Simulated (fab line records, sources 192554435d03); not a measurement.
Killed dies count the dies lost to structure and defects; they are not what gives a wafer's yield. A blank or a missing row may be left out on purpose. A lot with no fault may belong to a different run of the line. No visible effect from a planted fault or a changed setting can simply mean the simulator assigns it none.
The tool behind it: which one? | flow n5 finfet | Sampling: 24 lots, 72 wafers, 4 of 1938 route steps

WHAT THE GAUGES SHOWED, per wafer
N5_BEOL_M3_INSPECT_13: inspects for defects (brightfield).
lot  | measured     | on                | raw defect count
L074 | day 7 19:27  | defect inspect-01 | 495 326 446
L075 | day 7 19:31  | defect inspect-01 | 517 588 348
L076 | day 7 21:25  | defect inspect-01 | 302 295 595
L077 | day 8 00:46  | defect inspect-01 | 436 369 307
L078 | day 8 04:53  | defect inspect-02 | 853 520 541
L079 | day 8 07:27  | defect inspect-02 | 441 382 335
L080 | day 8 11:04  | defect inspect-01 | 338 525 421
L081 | day 9 09:44  | defect inspect-02 | 526 553 435
L082 | day 9 11:00  | defect inspect-01 | 339 397 428
L084 | day 9 16:49  | defect inspect-01 | 377 385 355
L083 | day 9 17:13  | defect inspect-02 | 325 396 313
L085 | day 10 09:49 | defect inspect-02 | 294 431 334
L086 | day 10 14:24 | defect inspect-01 | 337 321 596
L087 | day 10 14:30 | defect inspect-01 | 439 321 494
L088 | day 10 17:56 | defect inspect-01 | 485 542 450
L089 | day 10 23:56 | defect inspect-01 | 330 381 292
L091 | day 11 07:44 | defect inspect-02 | 429 489 399
L090 | day 11 11:58 | defect inspect-02 | 330 322 341
L092 | day 11 14:58 | defect inspect-01 | 346 402 430
L093 | day 11 21:41 | defect inspect-02 | 388 375 338
L094 | day 12 10:38 | defect inspect-01 | 382 434 418
L095 | day 12 12:02 | defect inspect-01 | 279 552 313
L097 | day 12 21:16 | defect inspect-02 | 387 417 348
L096 | day 13 06:40 | defect inspect-01 | 475 459 297

TOOL THAT RAN EACH LOT (tool first, then ch and the chambers of the sampled wafers, then the start)
lot  | N5_BEOL_M2_ANNEAL_87         | N5_BEOL_M2_CMP_52             | N5_BEOL_M2_DEP_57
L074 | pvd sputter-02, day 7 16:33  | cmp-02 ch 0,1, day 7 18:04    | pecvd-04 ch 0,2, day 7 18:33
L075 | pvd sputter-01, day 7 16:45  | cmp-03 ch 0,1, day 7 18:18    | pecvd-03 ch 0,1,2, day 7 18:45
L076 | pvd sputter-03, day 7 17:16  | cmp-01 ch 0,2,3, day 7 18:51  | pecvd-04 ch 0,2, day 7 19:16
L077 | pvd sputter-02, day 7 20:20  | cmp-01 ch 2,3, day 7 21:52    | pecvd-03 ch 0,2, day 7 22:22
L078 | pvd sputter-02, day 8 00:34  | cmp-02 ch 1,2, day 8 02:05    | pecvd-04 ch 1,2, day 8 02:34
L079 | pvd sputter-02, day 8 02:53  | cmp-01 ch 0,1,3, day 8 04:28  | pecvd-03 ch 0,1,2, day 8 04:53
L080 | pvd sputter-03, day 8 05:55  | cmp-03 ch 0,2,3, day 8 07:31  | pecvd-04 ch 0,2, day 8 07:56
L081 | pvd sputter-03, day 9 06:24  | cmp-02 ch 0,2,3, day 9 07:57  | pecvd-03 ch 0,1, day 9 08:24
L082 | pvd sputter-02, day 9 06:55  | cmp-03 ch 0,2,3, day 9 08:29  | pecvd-02 ch 0,2, day 9 08:56
L084 | pvd sputter-01, day 9 10:06  | cmp-02 ch 0,2,3, day 9 11:38  | pecvd-04 ch 0,2, day 9 12:08
L083 | pvd sputter-02, day 9 12:58  | cmp-02 ch 1,2,3, day 9 14:36  | pecvd-03 ch 1,2, day 9 15:03
L085 | pvd sputter-02, day 10 06:52 | cmp-01 ch 1,2, day 10 08:26   | pecvd-04 ch 0,2, day 10 08:55
L086 | pvd sputter-01, day 10 10:35 | cmp-03 ch 0,1,3, day 10 12:10 | pecvd-02 ch 1,2, day 10 12:35
L087 | pvd sputter-03, day 10 10:44 | cmp-01 ch 0,2, day 10 12:20   | pecvd-04 ch 0,1, day 10 12:47
L088 | pvd sputter-02, day 10 14:15 | cmp-01 ch 0,3, day 10 15:48   | pecvd-04 ch 0,1, day 10 16:15
L089 | pvd sputter-02, day 10 20:51 | cmp-01 ch 0,3, day 10 22:38   | pecvd-02 ch 0,2, day 10 23:07
L091 | pvd sputter-01, day 11 04:29 | cmp-01 ch 2,3, day 11 06:02   | pecvd-04 ch 0,1,2, day 11 06:29
L090 | pvd sputter-03, day 11 08:38 | cmp-01 ch 0,1,2, day 11 10:13 | pecvd-04 ch 0,1,2, day 11 10:38
L092 | pvd sputter-03, day 11 10:28 | cmp-02 ch 1,2, day 11 11:59   | pecvd-04 ch 1,2, day 11 12:38
L093 | pvd sputter-02, day 11 18:23 | cmp-03 ch 1,2, day 11 20:05   | pecvd-04 ch 0,2, day 11 20:42
L094 | pvd sputter-01, day 12 07:15 | cmp-03 ch 0,3, day 12 08:49   | pecvd-02 ch 0,1,2, day 12 09:17
L095 | pvd sputter-03, day 12 08:44 | cmp-02 ch 0,3, day 12 10:25   | pecvd-02 ch 0,1, day 12 10:52
L097 | pvd sputter-01, day 12 17:26 | cmp-01 ch 0,1,2, day 12 19:04 | pecvd-02 ch 0,2, day 12 19:35
L096 | pvd sputter-03, day 13 03:04 | cmp-02 ch 0,2,3, day 13 04:35 | pecvd-02 ch 0,1,2, day 13 05:05
- N5_BEOL_M2_ANNEAL_87: time 240 s.
- N5_BEOL_M2_CMP_52: polishes, stops on SiOC, t overpolish 6.8 s, target thk 40 nm.
- N5_BEOL_M2_DEP_57: deposits SiCN from 3MS/NH3, target thk 8 nm, time 14 s.

WHAT THE TOOLS THEMSELVES READ (means of the sampled wafers that have a number; where no wafer has one, the mark that the record gives instead)
N5_BEOL_M2_ANNEAL_87.
lot  | tool           | heater power w (W)
L074 | pvd sputter-02 | 833
L075 | pvd sputter-01 | 835
L076 | pvd sputter-03 | 823
L077 | pvd sputter-02 | 866
L078 | pvd sputter-02 | 853
L079 | pvd sputter-02 | 873
L080 | pvd sputter-03 | 814
L081 | pvd sputter-03 | 855
L082 | pvd sputter-02 | 833
L084 | pvd sputter-01 | 833
L083 | pvd sputter-02 | 834
L085 | pvd sputter-02 | 884
L086 | pvd sputter-01 | 808
L087 | pvd sputter-03 | 878
L088 | pvd sputter-02 | 853
L089 | pvd sputter-02 | 860
L091 | pvd sputter-01 | 831
L090 | pvd sputter-03 | 853
L092 | pvd sputter-03 | 807
L093 | pvd sputter-02 | 842
L094 | pvd sputter-01 | 864
L095 | pvd sputter-03 | 859
L097 | pvd sputter-01 | 835
L096 | pvd sputter-03 | 842

N5_BEOL_M2_CMP_52.
lot  | tool   | barrier field endpoint s (s) | edge zone pressure frac | head pressure psi (psi) | motor current A (A) | overpolish run s (s) | platen rpm (rpm) | slurry filter dp kPa (kPa) | time to endpoint s (s)
L074 | cmp-02 | 25.5                         | 1.001                   | 0.9983                  | 5.8                 | 6.787                | 50.00            | 13.49                      | 66
L075 | cmp-03 | 24.0                         | 0.998                   | 1.0008                  | 7.0                 | 6.800                | 49.97            | 13.45                      | 55
L076 | cmp-01 | 25.3                         | 1.001                   | 0.9989                  | 5.5                 | 6.799                | 50.01            | 13.36                      | 62
L077 | cmp-01 | 24.7                         | 1.003                   | 1.0008                  | 5.8                 | 6.809                | 49.99            | 13.39                      | 62
L078 | cmp-02 | 25.7                         | 1.000                   | 1.0018                  | 6.3                 | 6.791                | 50.01            | 13.48                      | 66
L079 | cmp-01 | 25.4                         | 1.006                   | 0.9994                  | 6.1                 | 6.803                | 50.01            | 13.57                      | 65
L080 | cmp-03 | 23.5                         | 1.003                   | 1.0009                  | 6.4                 | 6.798                | 50.03            | 13.64                      | 51
L081 | cmp-02 | 24.8                         | 0.999                   | 1.0029                  | 5.9                 | 6.803                | 50.02            | 13.46                      | 63
L082 | cmp-03 | 24.0                         | 1.000                   | 1.0009                  | 6.4                 | 6.799                | 49.99            | 13.53                      | 59
L084 | cmp-02 | 24.5                         | 0.998                   | 0.9991                  | 6.1                 | 6.795                | 50.00            | 13.38                      | 64
L083 | cmp-02 | 24.8                         | 1.001                   | 0.9984                  | 5.8                 | 6.797                | 50.02            | 13.56                      | 64
L085 | cmp-01 | 23.8                         | 0.994                   | 1.0000                  | 6.9                 | 6.797                | 49.97            | 13.53                      | 59
L086 | cmp-03 | 24.7                         | 0.999                   | 0.9995                  | 6.4                 | 6.799                | 49.99            | 13.52                      | 58
L087 | cmp-01 | 25.1                         | 1.001                   | 0.9974                  | 5.8                 | 6.796                | 49.98            | 13.40                      | 63
L088 | cmp-01 | 24.2                         | 0.999                   | 1.0019                  | 5.4                 | 6.805                | 50.00            | 13.51                      | 63
L089 | cmp-01 | 25.1                         | 0.995                   | 0.9996                  | 5.5                 | 6.788                | 50.00            | 13.49                      | 60
L091 | cmp-01 | 25.1                         | 0.999                   | 0.9986                  | 6.0                 | 6.802                | 50.01            | 13.41                      | 62
L090 | cmp-01 | 24.7                         | 0.997                   | 0.9996                  | 6.3                 | 6.800                | 49.98            | 13.46                      | 61
L092 | cmp-02 | 24.7                         | 0.994                   | 0.9966                  | 6.0                 | 6.796                | 50.04            | 13.51                      | 63
L093 | cmp-03 | 24.6                         | 0.998                   | 0.9996                  | 5.9                 | 6.792                | 50.01            | 13.29                      | 61
L094 | cmp-03 | 24.6                         | 0.999                   | 0.9990                  | 6.9                 | 6.803                | 50.01            | 13.39                      | 55
L095 | cmp-02 | 25.9                         | 1.001                   | 1.0017                  | 5.6                 | 6.799                | 49.97            | 13.51                      | 67
L097 | cmp-01 | 24.0                         | 0.997                   | 1.0013                  | 6.2                 | 6.801                | 50.05            | 13.45                      | 56
L096 | cmp-02 | 24.9                         | 1.007                   | 0.9998                  | 5.6                 | 6.794                | 50.00            | 13.43                      | 68

N5_BEOL_M2_DEP_57.
lot  | tool     | showerhead plenum p Torr (Torr) | throttle valve pct (%)
L074 | pecvd-04 | 3.659                           | 8.5
L075 | pecvd-03 | 3.661                           | 9.0
L076 | pecvd-04 | 3.665                           | 8.7
L077 | pecvd-03 | 3.662                           | 8.8
L078 | pecvd-04 | 3.672                           | 8.5
L079 | pecvd-03 | 3.662                           | 9.0
L080 | pecvd-04 | 3.661                           | 8.5
L081 | pecvd-03 | 3.643                           | 9.2
L082 | pecvd-02 | 3.679                           | 8.9
L084 | pecvd-04 | 3.655                           | 8.4
L083 | pecvd-03 | 3.669                           | 8.7
L085 | pecvd-04 | 3.661                           | 8.5
L086 | pecvd-02 | 3.673                           | 9.5
L087 | pecvd-04 | 3.661                           | 8.6
L088 | pecvd-04 | 3.660                           | 8.5
L089 | pecvd-02 | 3.679                           | 9.0
L091 | pecvd-04 | 3.663                           | 8.4
L090 | pecvd-04 | 3.667                           | 8.4
L092 | pecvd-04 | 3.674                           | 8.6
L093 | pecvd-04 | 3.664                           | 8.7
L094 | pecvd-02 | 3.677                           | 9.3
L095 | pecvd-02 | 3.672                           | 9.5
L097 | pecvd-02 | 3.673                           | 9.0
L096 | pecvd-02 | 3.678                           | 9.4

THE ANSWER, worked out from the rows above alone
Rule: usual is defined by the lots themselves. Put in order of their means at a reading, lots are off if they are a third of the lots or fewer, leave a main group of 4 or more, and stand apart from it by a gap of 3 or more times the standard deviation of the main group's means; of several such gaps the widest counts. A main group is skipped when, at the precision printed for the reading in the tables above, its means are all equal. Also off: a lot with no number at a reading for which 4 or more lots have one. Any other lot the step has rows for is counted as sound. First the gauges in route order, then the tools' own readings, where a lot's mean is used as printed above. The first step at which some lot is off is used, and at that step the reading that is off furthest; a lot without a number counts as furthest.
Nothing can be told from this: no lot is off at any reading shown.

WHAT HAD BEEN PUT IN BY THE SIMULATOR
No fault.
